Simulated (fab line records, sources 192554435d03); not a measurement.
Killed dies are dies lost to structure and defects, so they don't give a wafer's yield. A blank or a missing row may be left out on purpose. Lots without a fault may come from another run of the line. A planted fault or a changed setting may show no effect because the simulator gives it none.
Chamber matching | flow n5_finfet | N5_SD_EPI_P_ETCH_16 on rie_diel-01: 4 sister chambers
The step etches SiO2 in CHF3/O2, target depth 5 nm. 4 wafers are shown with their chamber, then 8 later ones without.

WAFERS WITH THEIR CHAMBER
wafer  | chamber | showerhead_plenum_p_Torr (Torr)
L081.1 | 1       | 2.38
L087.5 | 3       | 2.52
L087.6 | 0       | 2.44
L090.2 | 2       | 2.41

WAFERS WITHOUT THEIR CHAMBER
wafer  | showerhead_plenum_p_Torr (Torr)
L090.4 | 2.37
L090.6 | 2.52
L092.2 | 2.41
L092.4 | 2.52
L092.6 | 2.37
L096.1 | 2.52
L096.2 | 2.37
L096.3 | 2.43

WHICH CHAMBER EACH WENT THROUGH
wafer  | from the rows above     | in truth
L090.4 | 1                       | 1
L090.6 | 3                       | 3
L092.2 | 2                       | 2
L092.4 | 3                       | 3
L092.6 | 1                       | 1
L096.1 | 3                       | 3
L096.2 | 1                       | 1
L096.3 | can't be placed: 0 or 2 | 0
Placed correctly: 7 of 8. Can't be placed from these rows: 1 (the true chamber is among the candidates in 1). Placed wrongly: 0.
How it was worked out, from the rows above alone: a wafer's distance from a chamber is the root of the sum, over the readings, of the square of ((its reading less the chamber's mean) divided by the reading's scatter). The wafer belongs to the nearest chamber; if the next one is less than 2 further off, it can't be placed. A chamber's mean is the mean of its shown wafers. The scatter: with one shown wafer a chamber, the root of the mean of the squares of how far each hidden wafer lies from its nearest shown one.
